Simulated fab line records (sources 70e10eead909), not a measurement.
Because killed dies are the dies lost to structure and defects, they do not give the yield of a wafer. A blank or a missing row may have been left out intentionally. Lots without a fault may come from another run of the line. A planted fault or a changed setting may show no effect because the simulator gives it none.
Which tool was responsible?	flow nand-harc	24 lots with 72 wafers sampled at 3 steps, on a route of 1159 steps

WHAT THE GAUGES SHOWED, per wafer
NHARC_A_CONTACT_CD_MEAS_42: target cd 200 nm. Usual: cd-nm reads 200.1 nm (standard deviation 0.56).
lot	measured	on	cd-nm (nm)	flag
L074	day 16 02:44	cd-sem-03	201.1 200.8 200.8	
L075	day 16 15:43	cd-sem-01	200.6 200.0 200.6	
L077	day 16 19:38	cd-sem-02	199.8 200.0 200.9	
L076	day 16 20:02	cd-sem-01	200.2 200.0 200.3	
L079	day 17 11:52	cd-sem-01	199.9 199.8 199.5	
L078	day 17 05:59	cd-sem-02	200.3 200.7 200.1	
L081	day 17 22:23	cd-sem-02	199.9 199.4 200.1	
L082	day 18 00:34	cd-sem-01	199.6 200.3 199.9	
L085	day 18 12:36	cd-sem-03	200.3 200.2 200.3	
L083	day 18 12:46	cd-sem-01	200.5 200.4 200.9	
L080	day 18 17:34	cd-sem-01	200.5 200.3 200.4	
L084	day 18 22:15	cd-sem-03	200.1 200.1 199.9	
L086	day 19 03:44	cd-sem-03	199.3 200.1 200.3	
L087	day 19 04:47	cd-sem-01	200.1 200.9 200.9	
L088	day 19 16:25	cd-sem-03	199.2 198.4 199.0	
L089	day 19 16:44	cd-sem-03	200.9 199.9 200.0	
L091	day 20 11:10	cd-sem-02	200.6 200.0 200.4	
L090	day 20 10:01	cd-sem-01	200.4 200.6 200.5	
L093	day 20 19:22	cd-sem-03	199.6 199.5 199.0	
L092	day 20 19:46	cd-sem-02	200.2 200.1 200.3	
L094	day 21 02:44	cd-sem-01	200.1 200.3 200.4	
L095	day 21 08:22	cd-sem-02	199.7 199.0 199.9	
L097	day 21 22:56	cd-sem-02	200.5 200.3 199.9	
L096	day 22 14:00	cd-sem-02	199.6 200.1 200.1	

TOOL THAT RAN EACH LOT (tool first, then ch and the chambers of the sampled wafers, then the start)
lot	NHARC_A_WL_FILL_ALD_10	NHARC_A_WL_FILL_STRIP_29
L074	ald-hk-01 ch 1,3, day 15 04:14	rie-diel-10 ch 0,2, day 15 08:58
L075	ald-hk-04 ch 0,1,3, day 15 18:29	rie-diel-02 ch 0,2,3, day 15 23:14
L077	ald-hk-04 ch 1,3, day 15 22:34	rie-diel-02 ch 0,1,2, day 16 02:49
L076	ald-hk-03 ch 0,1,3, day 15 23:37	rie-diel-09 ch 1,2,3, day 16 02:50
L079	ald-hk-01 ch 1,3, day 16 06:56	rie-diel-10 ch 0,2,3, day 16 11:46
L078	ald-hk-03 ch 0,1,3, day 16 06:57	rie-diel-02 ch 0,1, day 16 11:40
L081	ald-hk-01 ch 0,2,3, day 16 22:50	rie-diel-02 ch 0,2,3, day 17 03:38
L082	ald-hk-01 ch 0,1, day 17 03:33	rie-diel-02 ch 1,2, day 17 07:46
L085	ald-hk-01 ch 0,1,3, day 17 17:23	rie-diel-10 ch 0,1,2, day 17 21:35
L083	ald-hk-03 ch 0,3, day 17 17:23	rie-diel-09 ch 0,2,3, day 17 21:36
L080	ald-hk-04 ch 0,1,2, day 17 17:24	rie-diel-10 ch 0,1,3, day 17 21:38
L084	ald-hk-04 ch 1,2, day 18 02:35	rie-diel-09 ch 0,2,3, day 18 06:53
L086	ald-hk-04 ch 1,2,3, day 18 07:08	rie-diel-02 ch 0,1,2, day 18 11:55
L087	ald-hk-01 ch 1,3, day 18 08:51	rie-diel-10 ch 0,3, day 18 13:05
L088	ald-hk-04 ch 0,1,3, day 18 20:45	rie-diel-02 ch 0,1,2, day 19 01:31
L089	ald-hk-03 ch 0,2, day 18 22:27	rie-diel-10 ch 1,3, day 19 02:43
L091	ald-hk-01 ch 0,2,3, day 19 14:02	rie-diel-02 ch 1,2,3, day 19 18:14
L090	ald-hk-04 ch 0,2,3, day 19 15:05	rie-diel-09 ch 1,2, day 19 18:18
L093	ald-hk-03 ch 1,3, day 19 23:46	rie-diel-09 ch 0,2, day 20 04:25
L092	ald-hk-04 ch 1,2, day 19 23:46	rie-diel-02 ch 0,1, day 20 04:29
L094	ald-hk-04 ch 0,2,3, day 20 04:02	rie-diel-10 ch 1,2,3, day 20 08:53
L095	ald-hk-03 ch 0,1,2, day 20 04:35	rie-diel-02 ch 0,1,3, day 20 09:18
L097	ald-hk-04 ch 0,3, day 20 23:47	rie-diel-09 ch 2,3, day 21 04:32
L096	ald-hk-03 ch 0,1,2, day 21 15:37	rie-diel-09 ch 1,2,3, day 21 20:23
- NHARC_A_WL_FILL_ALD_10: deposits SiO2, target thk 50 nm, pulse time 10 s, ald cycles 500.
- NHARC_A_WL_FILL_STRIP_29: strips in O2, time 20 s.

AS READ BY THE TOOLS THEMSELVES (means over the sampled wafers that have a number; for cases with no such wafer, the mark the record gives instead)
NHARC_A_WL_FILL_ALD_10. Usual: heater-power-w 453 W, standard deviation 43; precursor-pulse-height-rel 0.999, standard deviation 0.019.
lot	tool	heater-power-w (W)	precursor-pulse-height-rel	flag
L074	ald-hk-01	438	0.990	
L075	ald-hk-04	407	0.992	
L077	ald-hk-04	397	1.006	
L076	ald-hk-03	494	0.997	
L079	ald-hk-01	433	1.006	
L078	ald-hk-03	497	1.023	
L081	ald-hk-01	466	1.008	
L082	ald-hk-01	436	0.994	
L085	ald-hk-01	447	0.988	
L083	ald-hk-03	507	1.005	
L080	ald-hk-04	427	0.980	
L084	ald-hk-04	442	0.970	
L086	ald-hk-04	420	0.990	
L087	ald-hk-01	440	0.990	
L088	ald-hk-04	405	0.987	
L089	ald-hk-03	502	1.000	
L091	ald-hk-01	464	0.967	
L090	ald-hk-04	450	0.980	
L093	ald-hk-03	478	1.004	
L092	ald-hk-04	437	0.998	
L094	ald-hk-04	445	1.004	
L095	ald-hk-03	493	1.016	
L097	ald-hk-04	428	0.997	
L096	ald-hk-03	499	0.989	

NHARC_A_WL_FILL_STRIP_29. Usual: drypump-motor-current-A 5.7 A, standard deviation 0.47; mfc-ar-sccm 0.007 sccm, standard deviation 0.012; oes-product-au 1.004 a.u., standard deviation 0.013; rf-vpp-V 57.9 V, standard deviation 0.9; showerhead-plenum-p-Torr 3.57 Torr, standard deviation 0.15; throttle-valve-pct 17.036 %, standard deviation 0.0084.
lot	tool	drypump-motor-current-A (A)	mfc-ar-sccm (sccm)	oes-product-au (a.u.)	rf-vpp-V (V)	showerhead-plenum-p-Torr (Torr)	throttle-valve-pct (%)	flag
L074	rie-diel-10	5.6	0.002	1.003	57.6	3.33	17.038	
L075	rie-diel-02	5.5	0.000	1.009	57.6	3.57	17.037	
L077	rie-diel-02	5.8	0.006	1.012	56.7	3.55	17.044	
L076	rie-diel-09	5.4	0.016	0.985	58.3	3.58	17.022	
L079	rie-diel-10	5.8	0.001	1.002	57.2	3.48	17.034	
L078	rie-diel-02	5.5	0.006	1.010	57.9	3.66	17.037	
L081	rie-diel-02	5.5	0.000	1.012	58.4	3.57	17.038	
L082	rie-diel-02	6.0	0.006	1.019	58.4	3.44	17.038	
L085	rie-diel-10	6.0	0.001	1.004	56.8	3.39	17.039	
L083	rie-diel-09	5.3	0.016	1.004	58.3	3.67	17.042	
L080	rie-diel-10	6.3	0.000	1.005	58.2	3.53	17.027	
L084	rie-diel-09	5.2	0.016	1.000	57.3	3.67	17.034	
L086	rie-diel-02	5.8	0.006	1.015	57.6	3.55	17.033	
L087	rie-diel-10	6.2	0.000	1.002	57.8	3.63	17.032	
L088	rie-diel-02	5.8	0.006	1.020	58.0	3.55	17.036	
L089	rie-diel-10	6.4	0.000	0.996	57.9	3.67	17.038	
L091	rie-diel-02	5.8	0.006	1.012	57.7	3.54	17.041	
L090	rie-diel-09	5.5	0.026	1.006	57.8	3.60	17.035	
L093	rie-diel-09	5.4	0.013	0.998	58.4	3.72	17.041	
L092	rie-diel-02	5.8	0.012	1.011	57.7	3.63	17.041	
L094	rie-diel-10	6.1	0.001	1.000	57.8	3.53	17.038	
L095	rie-diel-02	5.5	0.006	0.998	57.6	3.65	17.043	
L097	rie-diel-09	5.2	0.029	0.998	57.9	3.65	17.037	
L096	rie-diel-09	5.4	0.016	0.997	57.9	3.58	17.035	

THE ANSWER, worked out from the rows above alone
Rule: take the mean of a lot's wafers that have a number; if it is more than 3 standard deviations from the usual mean, the lot is off. Also off: a lot with no number at a reading for which 4 or more lots have one. The other lots that the step has rows for count as sound. Order of review: gauges by route order, followed by the tools' own readings, for which a lot's mean as printed above is used. At the first step where some lot is off, the reading lying furthest off is the one used; lots without a number count as furthest.
No lot is off on any of the readings shown, so nothing can be concluded from this.

WHAT THE SIMULATOR PUT IN
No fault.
